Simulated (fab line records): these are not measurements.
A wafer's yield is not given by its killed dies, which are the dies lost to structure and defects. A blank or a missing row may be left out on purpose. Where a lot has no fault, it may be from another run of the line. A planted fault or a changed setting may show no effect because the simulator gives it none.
Matching of chambers    flow nand harc    ald metal-01 running NHARC_P_CONTACT_ALD_22: 4 sister chambers
The step deposits TiN, target thk 3 nm, pulse time 1 s, ald cycles 150. 8 wafers are shown with their chamber, then 7 later ones without.

## EACH WAFER AND ITS CHAMBER
wafer   chamber  heater power w (W)  precursor pulse height rel
L662.1  1        1209                0.957
L675.2  3        1041                1.009
L675.4  3        1029                0.979
L677.1  1        1280                1.015
L677.5  0        1015                0.997
L677.6  2        1106                0.974
L678.1  2        1104                0.969
L678.2  0        1024                0.985

## WAFERS WHOSE CHAMBER IS MISSING
wafer   heater power w (W)  precursor pulse height rel
L678.3  1278                1.009
L679.3  1005                1.007
L679.4  1216                1.026
L679.6  1095                1.021
L681.2  1134                0.993
L681.4  1256                1.011
L681.5  1260                0.979

## WHICH CHAMBER EACH ONE RAN IN
wafer   from the rows above           in truth
L678.3  1                             1
L679.3  can't be placed: 0 or 3       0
L679.4  1                             1
L679.6  can't be placed: 2 or 3 or 0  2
L681.2  2                             2
L681.4  1                             1
L681.5  1                             1
Correct placement for 5 of the 7. Unplaceable from these rows: 2, with the true chamber sitting among the candidates in 2. Number placed wrongly: 0.
How it was worked out, from the rows above alone: a wafer's distance from a chamber is the root of the sum, over the readings, of the square of ((its reading less the chamber's mean) divided by the reading's scatter). The wafer belongs to the nearest chamber; if the next one is less than 2 further off, it can't be placed. The mean given for a chamber averages the wafers shown for that chamber. The scatter: the root of (the sum of the squares of (reading less its chamber's mean) over the shown wafers, divided by (wafers less chambers)).
